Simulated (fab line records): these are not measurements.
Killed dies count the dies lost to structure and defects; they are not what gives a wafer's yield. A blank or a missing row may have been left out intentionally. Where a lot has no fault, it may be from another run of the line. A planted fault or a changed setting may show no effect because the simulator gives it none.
fab line records	flow n5Finfet
record: lots: 6	wafers: 18	lastDay: 15
route steps=1938 shown BEOL_M4@1058 PASSIVATION@1936
lots that met no fault: from a run of the same line without faults
startH: hours from the record's opening day to when the first of the lot's shown wafers began	waitH: hours since the lot's step before	" same as the row above	L1.1+2: a single row standing in for several wafers	- no value, or no start given	* or withheld: withheld	< > ~ a bound
route shown NAME@n: a module of which the file shows steps, and the number in the route of the first	usual: mean/standard deviation taken from wafers without a fault	same: alike in all rows	chamber/n: place in a boat	sites: readings site by site	_std_site: the values' standard deviation	_edge_site: inner sites' mean taken away from outer sites' mean	radiusMm: how far each site lies from the wafer's centre	mask NAME#n: copy n	behind: the last tool/chamber to shape the wafer	hold: what put the lot on hold/how long, in hours/how the hold closed	device: the n, p or np transistor that did not switch	end of line: tests of these same wafers at the route's end	for a step that has no rows: nothing shown but its recipe	killed: count of dies lost to structure and defects at first sort (not the wafer's yield)	map: shows each die of a wafer: x if killed, . if not, _ if none is there
set.NAME: setting as actually run; set.NAME@STEP: the setting as run at that earlier step	model.NAME: the simulator's own value behind a step, which no gauge read
a table for each step, a row for each wafer; lots at some steps of the route
services: from which hour (startH, from the record's first day; less than 0 if before it) a tool's chamber was out of use, for how many hours, and why
== steps ==
step: N5_BEOL_M4_INSPECT_30
recipe: mode: adi	inspectInstrument: brightfield
usual: rawDefectCount: 418/89
lot.wafer	tool	chamber	startH	waitH	rawDefectCount
L445.1	defectInspect-01	-	151.70	0.1	375
L445.5	"	-	"	"	310
L445.6	"	-	"	"	331
L451.2	defectInspect-01	-	184.41	0.0	477
L451.3	"	-	"	"	398
L451.6	"	-	"	"	453
L452.2	defectInspect-02	-	197.17	0.0	290
L452.3	"	-	"	"	563
L452.5	"	-	"	"	403
L455.1	defectInspect-01	-	202.21	0.1	310
L455.2	"	-	"	"	354
L455.6	"	-	"	"	264
L460.2	defectInspect-02	-	251.33	0.0	438
L460.3	"	-	"	"	608
L460.5	"	-	"	"	548
L465.1	defectInspect-02	-	266.56	0.1	323
L465.4	"	-	"	"	283
L465.6	"	-	"	"	305
step: N5_BEOL_M4_DESCUM_33
recipe: chemistry: O2	timeS: 7	sourcePowerW: 50	biasPowerW: 20	pressureMtorr: 20	rfFrequencyHz: 2.712e+07	tempC: 40	resist: CAR-EUV	o2FlowSccm: 225
step: N5_BEOL_M4_ETCH_77
recipe: chemistry: N2/H2	target: underlayer	targetDepthA: 65	maskMaterial: CAR-EUV	timeS: 5.2	ionEnergyEv: 200	pressureMtorr: 30	sourceW: 840	biasW: 150	n2FlowSccm: 200	h2FlowSccm: 200	ends: cleared
usual: biasW: 150.0/0.42	drypumpMotorCurrentA: 5.7/0.35	etchRfOnTimeS: 5.16/0.15	n2FlowSccm: 200.0/0.62	oesProductAu: 0.66/0.086	rfVppV: 523.6/2.7	showerheadPlenumPTorr: 2.53/0.082	throttleValvePct: 18.02/0.23
lot.wafer	tool	chamber	startH	waitH	biasW	drypumpMotorCurrentA	etchRfOnTimeS	n2FlowSccm	oesProductAu	rfHoursCounterH	rfVppV	showerheadPlenumPTorr	throttleValvePct
L445.1	rieDiel-02	2	151.77	0.0	150.7	5.0	5.29	199.6	0.62	190	522.2	2.52	17.90
L445.5	"	2	"	"	149.6	5.0	5.26	199.7	0.61	-	524.5	2.52	17.91
L445.6	"	3	"	"	149.9	5.8	5.12	199.8	0.73	-	528.9	2.69	17.77
L451.2	rieDiel-06	0	184.48	0.0	150.2	5.9	5.05	200.3	0.57	281	525.3	2.58	18.02
L451.3	"	2	"	"	149.9	5.3	5.18	199.6	0.61	214	520.6	2.41	18.10
L451.6	"	0	"	"	149.9	6.0	5.04	199.6	0.57	-	526.2	2.57	18.03
L452.2	rieDiel-02	1	197.36	0.0	149.7	5.5	5.18	200.6	0.60	207	524.9	2.63	18.12
L452.3	"	2	"	"	149.7	5.0	5.25	200.3	0.60	206	525.1	2.51	17.97
L452.5	"	0	"	"	149.8	5.3	5.18	200.3	0.73	-	523.4	2.59	18.06
L455.1	rieDiel-06	3	202.28	0.0	149.3	5.9	5.41	199.7	0.57	260	521.3	2.50	18.46
L455.2	"	2	"	"	150.1	5.3	5.18	199.7	0.61	222	521.6	2.41	18.14
L455.6	"	1	"	"	150.1	6.1	5.30	199.7	0.60	-	525.7	2.60	18.09
L460.2	rieDiel-02	1	251.40	0.0	150.6	5.5	5.15	199.8	0.60	226	525.6	2.62	18.17
L460.3	"	3	"	"	150.1	5.7	5.10	200.4	0.70	82	527.3	2.67	17.84
L460.5	"	3	"	"	150.2	5.7	5.12	200.6	0.70	-	527.9	2.67	17.82
L465.1	rieDiel-02	3	266.63	0.0	150.2	5.8	5.03	199.7	0.70	88	528.3	2.67	17.84
L465.4	"	1	"	"	150.0	5.6	5.13	199.3	0.59	-	523.4	2.62	18.17
L465.6	"	0	"	"	150.1	5.3	5.14	199.4	0.71	-	524.9	2.58	18.10
step: N5_BEOL_M4_ETCH_69
recipe: chemistry: CF4	target: SiARC	targetDepthA: 156	maskMaterial: CAR-EUV	timeS: 26	ionEnergyEv: 80	pressureMtorr: 40	sourceW: 545	biasW: 36	Ar_flow_sccm: 100	cf4FlowSccm: 100	ends: cleared
step: N5_BEOL_M4_ALD_98
recipe: material: SiO2	targetThkA: 25	tempC: 100	aldPrecursorFamily: BDEAS	aldCoReactant: O2-plasma	pulseTimeS: 1	coReactantPulseTimeS: 1	purgeTimeS: 2	coReactantPurgeTimeS: 2	aldCycles: 17	pressureTorr: 2
usual: chamberPressureTorr: 2.000/0.0048	heaterPowerW: 79/7.9	precursorPulseHeightRel: 1.000/0.019
same: purgeTimeS: 2
lot.wafer	tool	chamber	startH	waitH	chamberPressureTorr	heaterPowerW	precursorPulseHeightRel
L445.1	aldSin-01	1	151.87	0.1	1.999	76	1.014
L445.5	"	3	"	"	2.004	69	0.994
L445.6	"	0	"	"	1.994	82	1.003
L451.2	aldSin-01	1	184.58	0.1	1.999	76	1.021
L451.3	"	2	"	"	2.008	62	1.008
L451.6	"	3	"	"	1.999	68	1.027
L452.2	aldSin-02	0	197.46	0.1	1.998	75	1.031
L452.3	"	3	"	"	2.001	85	0.970
L452.5	"	2	"	"	1.997	77	1.007
L455.1	aldSin-02	0	202.38	0.1	1.996	75	0.989
L455.2	"	2	"	"	2.001	77	0.998
L455.6	"	3	"	"	2.003	86	1.020
L460.2	aldSin-02	2	252.22	0.8	1.996	79	0.972
L460.3	"	1	"	"	1.985	79	0.969
L460.5	"	0	"	"	2.000	75	1.055
L465.1	aldSin-02	0	266.73	0.1	1.994	75	1.031
L465.4	"	2	"	"	2.007	79	1.007
L465.6	"	0	"	"	1.994	74	0.976
step: N5_BEOL_M4_ETCHBACK_99
recipe: chemistry: CHF3	target: SiO2	targetDepthA: 50	timeS: 10.4	sourceW: 215	biasW: 47	Ar_flow_sccm: 200	CHF3_flow_sccm: 12	ionEnergyEv: 100	pressureMtorr: 30
usual: drypumpMotorCurrentA: 5.7/0.38	oes_ar_750_au: 0.77/0.088	oesProductAu: 0.77/0.093	rfVppV: 239/3.4	showerheadPlenumPTorr: 2.14/0.062	throttleValvePct: 17.29/0.25
lot.wafer	tool	chamber	startH	waitH	drypumpMotorCurrentA	oes_ar_750_au	oesProductAu	rfHoursCounterH	rfVppV	showerheadPlenumPTorr	throttleValvePct
L445.1	rieDiel-02	1	152.07	0.1	5.5	0.72	0.72	197	230	2.23	17.36
L445.5	"	2	"	"	5.0	0.73	0.72	-	238	2.15	17.20
L445.6	"	1	"	"	5.5	0.73	0.72	-	229	2.23	17.39
L451.2	rieDiel-04	3	188.33	3.7	5.6	0.72	0.71	201	245	2.15	17.42
L451.3	"	0	"	"	6.2	0.76	0.78	110	242	2.09	17.10
L451.6	"	0	"	"	6.2	0.77	0.78	-	241	2.09	17.12
L452.2	rieDiel-02	2	199.58	2.1	5.0	0.72	0.71	207	237	2.15	17.25
L452.3	"	3	"	"	5.8	0.85	0.84	63	236	2.26	16.97
L452.5	"	3	"	"	5.7	0.85	0.84	-	238	2.27	16.97
L455.1	rieDiel-06	3	205.25	2.8	5.9	0.68	0.68	261	238	2.13	17.82
L455.2	"	2	"	"	5.3	0.72	0.71	223	238	2.07	17.48
L455.6	"	2	"	"	5.3	0.72	0.71	-	239	2.07	17.45
L460.2	rieDiel-06	0	252.35	0.1	5.9	0.97	0.97	13	236	2.19	16.82
L460.3	"	2	"	"	5.3	0.72	0.70	242	237	2.06	17.50
L460.5	"	3	"	"	5.9	0.93	0.95	-	241	2.12	17.34
L465.1	rieDiel-06	2	266.85	0.1	5.3	0.71	0.70	247	237	2.06	17.50
L465.4	"	0	"	"	5.9	0.96	0.95	19	237	2.18	16.83
L465.6	"	2	"	"	5.3	0.70	0.70	-	238	2.06	17.50
step: N5_BEOL_M4_ETCH_70
recipe: chemistry: N2/H2	target: SOC	targetDepthA: 800	overetchA: 240	maskMaterial: SiARC	tempC: 40	timeS: 130	ionEnergyEv: 200	pressureMtorr: 30	sourceW: 840	biasW: 150	n2FlowSccm: 200	h2FlowSccm: 200
usual: biasW: 150.0/0.47	drypumpMotorCurrentA: 5.7/0.38	n2FlowSccm: 199.9/0.58	oesProductAu: 0.56/0.063	rfVppV: 523.3/2.4	showerheadPlenumPTorr: 2.51/0.08	tempC: 40.00/0.11	throttleValvePct: 17.95/0.22
lot.wafer	tool	chamber	startH	waitH	biasW	drypumpMotorCurrentA	n2FlowSccm	oesProductAu	rfHoursCounterH	rfVppV	showerheadPlenumPTorr	tempC	throttleValvePct
L445.1	rieDiel-02	1	152.10	0.0	150.0	5.5	200.0	0.53	197	526.0	2.64	39.93	18.06
L445.5	"	2	"	"	149.6	5.0	198.8	0.54	-	523.7	2.52	40.05	17.85
L445.6	"	1	"	"	150.2	5.5	200.5	0.53	-	525.9	2.64	40.02	18.06
L451.2	rieDiel-04	3	188.37	0.0	150.3	5.7	200.8	0.53	201	523.6	2.52	39.97	18.09
L451.3	"	0	"	"	149.2	6.2	200.3	0.58	110	520.6	2.44	40.03	17.64
L451.6	"	0	"	"	150.0	6.2	200.3	0.57	-	522.1	2.44	40.04	17.67
L452.2	rieDiel-02	2	199.62	0.0	150.3	5.0	198.8	0.52	207	522.0	2.51	39.90	17.89
L452.3	"	3	"	"	149.4	5.8	199.9	0.61	63	527.4	2.68	39.95	17.75
L452.5	"	3	"	"	150.7	5.8	199.3	0.62	-	527.8	2.68	40.02	17.74
L455.1	rieDiel-06	3	205.28	0.0	150.0	6.0	198.5	0.50	261	522.5	2.50	40.05	18.40
L455.2	"	2	"	"	149.9	5.2	199.7	0.53	223	520.4	2.41	39.92	18.08
L455.6	"	2	"	"	149.6	5.3	200.4	0.52	-	520.6	2.41	40.05	18.08
L460.2	rieDiel-06	0	252.39	0.0	150.2	6.0	200.7	0.70	13	523.6	2.57	40.02	17.50
L460.3	"	2	"	"	149.6	5.3	199.8	0.52	242	521.0	2.40	40.14	18.11
L460.5	"	3	"	"	149.9	6.0	199.8	0.70	-	523.5	2.49	40.14	17.93
L465.1	rieDiel-06	2	266.89	0.0	149.9	5.3	200.6	0.51	247	520.5	2.40	40.09	18.12
L465.4	"	0	"	"	150.4	5.9	200.0	0.68	19	526.6	2.57	40.04	17.51
L465.6	"	2	"	"	150.2	5.3	200.9	0.51	-	520.5	2.40	40.03	18.12
step: N5_BEOL_M4_STRIP_71
recipe: chemistry: N2/H2	tempC: 40	n2FlowSccm: 200	h2FlowSccm: 200	rfFrequencyHz: 6e+07
step: N5_BEOL_M4_STRIP_78
recipe: chemistry: N2/H2	tempC: 40	n2FlowSccm: 200	h2FlowSccm: 200	rfFrequencyHz: 6e+07
step: N5_BEOL_M4_VIA_ETCH_34
recipe: chemistry: C4F6/O2	targetDepthA: 694	maskMaterial: SOC	pressureMtorr: 15	ionEnergyEv: 250	taperDeg: 4	timeS: 65.9	sourceW: 350	biasW: 170	Ar_flow_sccm: 300	C4F6_flow_sccm: 10	O2_flow_sccm: 10
step: N5_BEOL_M4_STRIP_83
recipe: chemistry: C4F6/O2	resist: SiARC	rfFrequencyHz: 6e+07
step: N5_BEOL_M4_STRIP_36
recipe: chemistry: N2/H2	powerW: 450	tempC: 40	pressureMtorr: 20	rfFrequencyHz: 6e+07	overashFraction: 0.3	biasPowerW: 7	h2Frac: 0.5	n2FlowSccm: 200	h2FlowSccm: 200
usual: drypumpMotorCurrentA: 5.7/0.38	n2FlowSccm: 200.1/0.69	oesProductAu: 0.77/0.092	rfVppV: 59.0/1.4	showerheadPlenumPTorr: 2.51/0.08	tempC: 40.00/0.12	throttleValvePct: 23.75/0.21
lot.wafer	tool	chamber	startH	waitH	drypumpMotorCurrentA	n2FlowSccm	oesProductAu	rfHoursCounterH	rfVppV	showerheadPlenumPTorr	tempC	throttleValvePct
L445.1	rieDiel-02	1	152.27	0.0	5.5	200.7	0.73	197	59.3	2.63	39.90	23.81
L445.5	"	2	"	"	5.0	200.3	0.73	-	58.9	2.51	39.94	23.62
L445.6	"	1	"	"	5.6	199.9	0.72	-	60.6	2.63	39.92	23.78
L451.2	rieDiel-04	3	188.54	0.0	5.7	200.0	0.74	201	57.8	2.51	40.15	23.90
L451.3	"	0	"	"	6.1	200.2	0.79	110	60.9	2.44	40.00	23.40
L451.6	"	0	"	"	6.2	200.4	0.79	-	58.2	2.44	39.93	23.43
L452.2	rieDiel-02	2	199.78	0.0	5.0	201.5	0.70	207	61.7	2.51	40.07	23.66
L452.3	"	3	"	"	5.7	198.9	0.82	63	59.0	2.67	40.05	23.68
L452.5	"	3	"	"	5.8	199.5	0.83	-	58.7	2.67	40.11	23.69
L455.1	rieDiel-06	3	205.45	0.0	5.9	201.2	0.68	261	58.3	2.49	40.19	24.14
L455.2	"	2	"	"	5.3	199.8	0.71	223	58.2	2.40	40.17	23.86
L455.6	"	2	"	"	5.3	199.3	0.70	-	58.1	2.40	39.95	23.87
L460.2	rieDiel-06	0	252.56	0.0	6.0	199.7	0.97	13	57.8	2.56	39.91	23.38
L460.3	"	2	"	"	5.3	200.1	0.69	242	59.3	2.39	39.94	23.91
L460.5	"	3	"	"	5.9	200.2	0.93	-	59.8	2.49	40.01	23.72
L465.1	rieDiel-06	2	267.05	0.0	5.3	200.4	0.69	247	58.4	2.39	39.96	23.92
L465.4	"	0	"	"	6.0	200.0	0.96	19	58.2	2.56	39.88	23.38
L465.6	"	2	"	"	5.3	200.4	0.70	-	59.4	2.39	39.93	23.90
step: N5_BEOL_M4_TRENCH_ETCH_37
recipe: chemistry: C4F6/O2	targetDepthA: 555.55	target: SiOC	timeS: 29.2	ionEnergyEv: 250	pressureMtorr: 30	sourceW: 355	biasW: 185	Ar_flow_sccm: 300	C4F6_flow_sccm: 10	O2_flow_sccm: 10
usual: biasW: 185.0/0.57	drypumpMotorCurrentA: 5.7/0.38	oes_ar_750_au: 0.77/0.088	oesProductAu: 0.77/0.092	rfVppV: 661/8.9	showerheadPlenumPTorr: 2.83/0.079	throttleValvePct: 21.09/0.24
lot.wafer	tool	chamber	startH	waitH	biasW	drypumpMotorCurrentA	oes_ar_750_au	oesProductAu	rfHoursCounterH	rfVppV	showerheadPlenumPTorr	throttleValvePct
L445.1	rieDiel-02	1	152.31	-	184.9	5.6	0.73	0.72	197	635	2.95	21.12
L445.5	"	2	"	"	185.2	5.0	0.72	0.72	-	656	2.85	21.02
L445.6	"	1	"	"	185.2	5.6	0.73	0.71	-	634	2.94	21.14
L451.2	rieDiel-04	3	188.58	-	185.7	5.7	0.72	0.72	201	677	2.84	21.22
L451.3	"	0	"	"	185.2	6.1	0.77	0.78	110	666	2.77	20.92
L451.6	"	0	"	"	184.8	6.1	0.76	0.79	-	666	2.77	20.93
L452.2	rieDiel-02	2	199.82	-	185.8	5.0	0.72	0.70	207	657	2.84	21.02
L452.3	"	3	"	"	185.7	5.8	0.85	0.84	63	656	2.99	20.77
L452.5	"	3	"	"	184.8	5.8	0.85	0.84	-	654	2.99	20.77
L455.1	rieDiel-06	3	205.49	-	185.4	5.9	0.68	0.67	261	661	2.81	21.61
L455.2	"	2	"	"	184.9	5.3	0.72	0.71	223	656	2.74	21.27
L455.6	"	2	"	"	184.0	5.3	0.74	0.72	-	657	2.74	21.30
L460.2	rieDiel-06	0	252.60	-	192.4	5.9	0.98	0.97	13	677	2.89	20.68
L460.3	"	2	"	"	191.8	5.2	0.71	0.70	242	676	2.73	21.30
L460.5	"	3	"	"	192.1	5.9	0.95	0.94	-	684	2.81	21.20
L465.1	rieDiel-06	2	267.09	-	192.5	5.3	0.71	0.71	247	677	2.73	21.31
L465.4	"	0	"	"	192.4	6.0	0.96	0.96	19	675	2.89	20.67
L465.6	"	2	"	"	192.3	5.3	0.72	0.70	-	677	2.72	21.31
step: N5_BEOL_M4_ETCH_41
recipe: chemistry: CH3F/O2	target: SiCN	targetDepthA: 299	taperDeg: 2	timeS: 52.5	ionEnergyEv: 120	maskMaterial: TiN	pressureMtorr: 30	sourceW: 395	biasW: 75	Ar_flow_sccm: 150	CH3F_flow_sccm: 30	O2_flow_sccm: 20
step: N5_BEOL_M4_RC_MEAS_101
usual: DIBL_N: 36.3/1.6	DIBL_P: 36.2/2.1	IOFF_N: 0.16/0.031	IOFF_P: 0.21/0.034	ION_N: 673/11	ION_P: 461/7.4	SS_N: 71.6/0.55	SS_P: 73.3/0.66	VT_N: 251/3.2	VT_P: -251/3.5
lot.wafer	tool	chamber	startH	waitH	DIBL_N[mV/V]	DIBL_P[mV/V]	IOFF_N[nA/um]	IOFF_P[nA/um]	ION_N[uA/um]	ION_P[uA/um]	SS_N[mV/dec]	SS_P[mV/dec]	VT_N[mV]	VT_P[mV]
L445.1	prober-02	0	156.85	0.0	35.8	34.0	0.15	0.20	670	462	72.1	72.6	250	-251
L445.5	"	0	"	"	36.9	36.3	0.18	0.24	691	473	71.9	73.8	250	-249
L445.6	"	0	"	"	35.4	33.8	0.13	0.19	664	464	71.0	73.4	252	-251
L451.2	prober-01	0	193.02	0.2	35.0	34.1	0.14	0.19	672	462	71.0	72.7	250	-249
L451.3	"	0	"	"	38.4	39.1	0.21	0.28	685	472	71.8	74.4	246	-246
L451.6	"	0	"	"	37.5	37.5	0.19	0.24	679	470	71.8	73.2	246	-246
L452.2	prober-01	0	204.88	0.2	35.2	34.9	0.13	0.17	663	448	71.0	72.3	254	-255
L452.3	"	0	"	"	34.4	33.3	0.12	0.16	669	458	71.0	72.1	255	-258
L452.5	"	0	"	"	36.8	36.8	0.16	0.21	687	463	70.9	73.3	248	-252
L455.1	prober-01	0	210.89	0.0	32.9	32.4	0.12	0.15	676	463	71.4	72.2	254	-253
L455.2	"	0	"	"	35.5	35.3	0.14	0.19	675	462	71.1	73.2	255	-251
L455.6	"	0	"	"	33.6	33.7	0.13	0.16	681	463	71.8	73.3	253	-254
L460.2	prober-02	0	256.81	0.2	38.6	38.5	0.20	0.26	680	465	71.7	73.7	249	-247
L460.3	"	0	"	"	35.4	35.7	0.14	0.21	662	463	71.0	73.4	252	-246
L460.5	"	0	"	"	36.4	35.7	0.15	0.20	660	453	71.6	72.9	249	-250
L465.1	prober-01	0	273.34	0.0	34.2	33.8	0.11	0.13	659	445	72.0	72.5	257	-261
L465.4	"	0	"	"	35.8	36.2	0.14	0.16	682	460	71.4	73.6	254	-259
L465.6	"	0	"	"	33.2	32.8	0.10	0.13	645	445	71.3	72.1	255	-258
step: N5_PASSIVATION_PROBE_49
usual: defectLimitedYield: 91.5/1.5	killed_at_M0_to_M3: 32/9.4	killed_at_M4_up: 12/5.1	killedAtContacts: 11/7.4	killedAtFrontEnd: 41/11	killedAtOther: 3.4/2.5	killedDies: 100/17	killedOpen: 65/14	killedShort: 33/7	sort_bin_5_function: 4.9/0.96	sort_bin_6_memory: 3.1/0.7	sortNPass: 1080/17	sortYieldPct: 91.5/1.5
same: grossDies: 1180	killedAtBackSide: 0	sort_bin_4_leakage[%]: 0	sort_bin_8_speed[%]: 0
lot.wafer	tool	chamber	startH	waitH	defectLimitedYield[%]	killed_at_M0_to_M3	killed_at_M4_up	killedAtContacts	killedAtFrontEnd	killedAtOther	killedDies	killedOpen	killedShort	sort_bin_5_function[%]	sort_bin_6_memory[%]	sortNPass	sortYieldPct[%]
L445.1	prober-02	-	251.34	0.0	90.2	34	14	4	59	5	116	66	42	4.6	4.7	1064	90.2
L445.5	prober-02	-	251.54	0.2	89.9	37	16	13	48	5	119	84	33	5.4	4.3	1061	89.9
L445.6	prober-02	-	251.59	0.3	91.2	30	15	11	45	3	104	69	32	5.7	2.9	1076	91.2
L451.2	prober-02	-	279.67	0.1	92.5	29	8	15	36	0	88	61	26	4.2	3.1	1092	92.5
L451.3	prober-02	-	279.72	0.1	91.2	27	10	15	51	1	104	66	35	4.9	3.2	1076	91.2
L451.6	prober-02	-	279.87	0.3	93.5	14	14	9	39	1	77	44	29	4.4	1.8	1103	93.5
L452.2	prober-02	-	297.66	0.1	91.4	31	20	9	37	5	102	71	29	4.9	3.2	1078	91.4
L452.3	prober-02	-	297.71	0.1	91.5	32	7	3	56	2	100	64	27	4.2	3.2	1080	91.5
L452.5	prober-02	-	297.81	0.2	91.4	39	13	14	30	5	101	63	37	4.8	3.0	1079	91.4
L455.1	prober-02	-	305.11	0.0	92.4	39	10	6	34	1	90	63	27	4.4	3.0	1090	92.4
L455.2	prober-02	-	305.16	0.1	88.3	58	12	10	56	2	138	91	42	7.5	3.5	1042	88.3
L455.6	prober-02	-	305.36	0.3	91.6	53	9	5	32	0	99	74	25	5.1	3.2	1081	91.6
L460.2	prober-02	-	349.87	0.1	92.1	28	3	11	47	4	93	53	39	5.3	2.5	1087	92.1
L460.3	prober-02	-	349.92	0.1	91.4	43	7	8	43	1	102	58	43	5.0	3.5	1078	91.4
L460.5	prober-02	-	350.02	0.2	91.9	36	9	19	30	2	96	67	28	5.0	3.1	1084	91.9
L465.1	prober-01	-	359.79	0.0	93.3	34	5	11	25	4	79	59	20	5.2	1.3	1101	93.3
L465.4	prober-01	-	359.94	0.2	93.2	38	4	9	21	8	80	56	24	4.2	2.1	1100	93.2
L465.6	prober-01	-	360.04	0.3	94.1	21	10	5	32	2	70	44	25	3.7	2.1	1110	94.1
killed by level:class
L445.1 STI_FIN_REVEAL:geometricParticle:open=22 BEOL_M2:geometricParticle:open=9 BEOL_M0_SAQP:geometricParticle:short=8 FIN_SAQP:geometricParticle:open=7 FIN_SAQP:geometricParticle:short=6 ILD0:geometricParticle:short=6 BEOL_M4:geometricParticle:open=6 STI_FIN_REVEAL:geometricParticle:short=5
L445.5 FIN_SAQP:geometricParticle:short=12 BEOL_M3:geometricParticle:open=11 MOL_CONTACT_COAG:geometricParticle:open=11 STI_FIN_REVEAL:geometricParticle:open=10 BEOL_M0_SAQP:geometricParticle:open=9 FIN_SAQP:geometricParticle:open=8 BEOL_M4:geometricParticle:open=6 BEOL_M2:geometricParticle:open=4
L445.6 FIN_SAQP:geometricParticle:open=13 FIN_SAQP:geometricParticle:short=9 BEOL_M0_SAQP:geometricParticle:open=9 BEOL_M4:geometricParticle:open=8 MOL_CONTACT_COAG:geometricParticle:open=7 BEOL_M3:geometricParticle:open=7 STI_FIN_REVEAL:geometricParticle:open=6 BEOL_M0_SAQP:geometricParticle:short=5
L451.2 MOL_CONTACT_COAG:geometricParticle:open=14 BEOL_M0_SAQP:geometricParticle:open=9 GATE_CUT:geometricParticle:short=8 FIN_SAQP:geometricParticle:short=6 FIN_SAQP:geometricParticle:open=5 BEOL_M1:geometricParticle:open=5 BEOL_M2:geometricParticle:open=5 STARTING-WAFER:geometricParticle:open=5
L451.3 FIN_SAQP:geometricParticle:open=13 MOL_CONTACT_COAG:geometricParticle:open=12 FIN_SAQP:geometricParticle:short=11 BEOL_M2:geometricParticle:open=11 DUMMY_GATE:geometricParticle:open=7 BEOL_M0_SAQP:geometricParticle:open=5 GATE_CUT:geometricParticle:open=5 BEOL_M0_SAQP:geometricParticle:short=5
L451.6 FIN_SAQP:geometricParticle:short=9 MOL_CONTACT_COAG:geometricParticle:open=9 FIN_SAQP:geometricParticle:open=6 GATE_CUT:geometricParticle:short=6 BEOL_M4:geometricParticle:open=6 STARTING-WAFER:geometricParticle:short=5 DUMMY_GATE:geometricParticle:open=5 DUMMY_GATE:geometricParticle:short=3
L452.2 BEOL_M3:geometricParticle:open=15 FIN_SAQP:geometricParticle:open=14 FIN_SAQP:geometricParticle:short=14 BEOL_M4:geometricParticle:open=12 MOL_CONTACT_COAG:geometricParticle:open=6 BEOL_M1:geometricParticle:open=6 MOL_CONTACT_COAG:geometricParticle:short=3 BEOL_M0_SAQP:geometricParticle:short=3
L452.3 FIN_SAQP:geometricParticle:open=15 BEOL_M3:geometricParticle:open=11 HKMG_FIN:areaEtch=9 FIN_SAQP:geometricParticle:short=6 STI_FIN_REVEAL:geometricParticle:open=6 STARTING-WAFER:geometricParticle:open=6 BEOL_M1:geometricParticle:open=5 BEOL_M0_SAQP:geometricParticle:short=4
L452.5 MOL_CONTACT_COAG:geometricParticle:open=11 FIN_SAQP:geometricParticle:short=10 FIN_SAQP:geometricParticle:open=8 BEOL_M0_SAQP:geometricParticle:short=8 BEOL_M0_SAQP:geometricParticle:open=7 BEOL_M1:geometricParticle:open=7 STI_FIN_REVEAL:geometricParticle:open=6 BEOL_M3:geometricParticle:open=6
L455.1 FIN_SAQP:geometricParticle:open=12 BEOL_M1:geometricParticle:open=11 STI_FIN_REVEAL:geometricParticle:open=7 BEOL_M0_SAQP:geometricParticle:short=7 FIN_SAQP:geometricParticle:short=6 MOL_CONTACT_COAG:geometricParticle:open=4 BEOL_M0_SAQP:geometricParticle:open=4 BEOL_M2:geometricParticle:open=4
L455.2 FIN_SAQP:geometricParticle:open=20 BEOL_M2:geometricParticle:open=18 STI_FIN_REVEAL:geometricParticle:open=11 BEOL_M0_SAQP:geometricParticle:short=10 BEOL_M0_SAQP:geometricParticle:open=8 MOL_CONTACT_COAG:geometricParticle:open=7 BEOL_M1:geometricParticle:open=7 FIN_SAQP:geometricParticle:short=5
L455.6 BEOL_M2:geometricParticle:open=26 FIN_SAQP:geometricParticle:open=9 STI_FIN_REVEAL:geometricParticle:open=9 BEOL_M0_SAQP:geometricParticle:short=8 BEOL_M0_SAQP:geometricParticle:open=7 BEOL_M1:geometricParticle:open=5 MOL_CONTACT_COAG:geometricParticle:open=4 BEOL_M2:geometricParticle:short=3
L460.2 FIN_SAQP:geometricParticle:open=10 FIN_SAQP:geometricParticle:short=9 MOL_CONTACT_COAG:geometricParticle:open=9 DUMMY_GATE:geometricParticle:open=7 BEOL_M2:geometricParticle:open=5 BEOL_M2:geometricParticle:short=5 BEOL_M0_SAQP:geometricParticle:short=4 GATE_CUT:geometricParticle:short=3
L460.3 FIN_SAQP:geometricParticle:short=11 DUMMY_GATE:geometricParticle:open=10 FIN_SAQP:geometricParticle:open=9 BEOL_M1:geometricParticle:open=8 MOL_CONTACT_COAG:geometricParticle:open=6 BEOL_M2:geometricParticle:open=6 STARTING-WAFER:geometricParticle:short=6 BEOL_M1:geometricParticle:short=5
L460.5 MOL_CONTACT_COAG:geometricParticle:open=18 BEOL_M1:geometricParticle:open=13 DUMMY_GATE:geometricParticle:open=8 FIN_SAQP:geometricParticle:open=6 BEOL_M1:geometricParticle:short=6 BEOL_M2:geometricParticle:open=4 BEOL_M3:geometricParticle:open=4 FIN_SAQP:geometricParticle:short=3
L465.1 MOL_CONTACT_COAG:geometricParticle:open=10 BEOL_M2:geometricParticle:open=9 BEOL_M0_SAQP:geometricParticle:open=8 BEOL_M0_SAQP:geometricParticle:short=6 BEOL_M3:geometricParticle:open=5 STI_FIN_REVEAL:geometricParticle:open=4 STARTING-WAFER:geometricParticle:open=4 FIN_SAQP:geometricParticle:short=3
L465.4 BEOL_M0_SAQP:geometricParticle:open=15 MOL_CONTACT_COAG:geometricParticle:open=8 BEOL_M0_SAQP:geometricParticle:short=8 BEOL_M2:geometricParticle:open=6 GATE_CUT:geometricParticle:short=4 MIM_TOP_ETCH:geometricParticle:open=4 FIN_SAQP:geometricParticle:open=3 STI_FIN_REVEAL:geometricParticle:open=3
L465.6 GATE_CUT:geometricParticle:short=8 BEOL_M0_SAQP:geometricParticle:short=6 BEOL_M1:geometricParticle:open=6 MOL_CONTACT_COAG:geometricParticle:open=5 DUMMY_GATE:geometricParticle:open=4 BEOL_M0_SAQP:geometricParticle:open=4 SPACER0:geometricParticle:short=3 BEOL_M11:geometricParticle:open=3
== services ==
tool	chamber	startH	hours	kind
aldSin-01	2	137.36	3.6	repair
rieDiel-02	1	162.23	15.8	repair
rieDiel-02	-	192.75	0.2	repair
rieDiel-06	0	198.38	-	clean
rieDiel-06	0	198.38	-	consumableReplace:focusRing
rieDiel-06	0	198.38	20.0	scheduledDown
rieDiel-06	0	198.38	20.0	ventCycle
aldSin-02	-	207.28	6.1	pm
rieDiel-04	0	208.52	8.1	repair
rieDiel-06	3	218.47	-	clean
rieDiel-06	3	218.47	-	consumableReplace:focusRing
rieDiel-06	3	218.47	14.5	scheduledDown
rieDiel-06	3	218.47	14.5	ventCycle
rieDiel-06	-	224.00	4.3	pm
rieDiel-06	1	232.93	-	clean
rieDiel-06	1	232.93	-	consumableReplace:focusRing
rieDiel-06	1	232.93	23.5	scheduledDown
rieDiel-06	1	232.93	23.5	ventCycle
aldSin-01	-	237.69	28.1	pm
aldSin-02	3	256.96	3.4	repair
rieDiel-02	2	266.21	11.0	repair
== key ==
firstSign: step: N5_BEOL_M4_TRENCH_ETCH_37	reading: biasW	direction: up	sigmas: 13	usual: *	struck: *
effect: step: N5_BEOL_M4_TRENCH_ETCH_37	reading: rfVppV	direction: up	sigmas: 1.8	usual: 661	struck: 678
metAt N5_BEOL_M4_TRENCH_ETCH_37
struckWafers L460.2,L460.3,L460.5,L465.1,L465.4,L465.6
onsetBetween 205.49 252.60
fault: kind: processParameterDrift	tool: rieDiel-06	chamber: -	onsetH: 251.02	steps: N5_BEOL_M4_TRENCH_ETCH_37	channel: biasW	offset: *	shape: step	endH: 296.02	actsIn: *	stated: *
